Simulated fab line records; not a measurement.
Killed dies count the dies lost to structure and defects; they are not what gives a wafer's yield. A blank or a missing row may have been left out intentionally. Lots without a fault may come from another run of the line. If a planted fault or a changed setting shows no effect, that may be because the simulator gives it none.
Chamber matching | flow nand harc | NHARC_A_STAIRCASE_DEP_151 on pecvd-02: 3 sister chambers
The step deposits SiO2, target thk 7200 nm. 3 wafers are shown with their chamber, then 8 later ones without.

WAFERS PAIRED WITH THEIR CHAMBERS
wafer  | chamber | heater power outer w (W)
L088.4 | 2       | 253
L088.6 | 0       | 355
L087.1 | 1       | 368

WAFERS MISSING THEIR CHAMBER
wafer  | heater power outer w (W)
L087.2 | 316
L087.6 | 369
L090.2 | 321
L090.5 | 253
L090.6 | 356
L097.1 | 452
L097.2 | 283
L097.3 | 395

WHICH CHAMBER EACH WENT THROUGH
wafer  | from the rows above          | in truth
L087.2 | can't be placed: 0 or 1 or 2 | 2
L087.6 | can't be placed: 1 or 0      | 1
L090.2 | can't be placed: 0 or 1 or 2 | 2
L090.5 | 2                            | 2
L090.6 | can't be placed: 0 or 1      | 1
L097.1 | can't be placed: 1 or 0      | 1
L097.2 | can't be placed: 2 or 0 or 1 | 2
L097.3 | can't be placed: 1 or 0      | 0
Correctly placed: 1 of 8. Cannot be placed on the basis of these rows: 7; the candidates contain the true chamber in 7. Wrongly placed: 0.
How it was worked out, from the rows above alone: a wafer's distance from a chamber is the root of the sum, over the readings, of the square of ((its reading less the chamber's mean) divided by the reading's scatter). If the next closest chamber is less than 2 further off than the closest, the wafer can't be placed; otherwise it belongs to the closest. For every chamber, the mean is computed from those of its wafers that are shown. The scatter (one wafer shown for each chamber): square how far every hidden wafer sits from the nearest shown wafer, average those squares and take the square root.
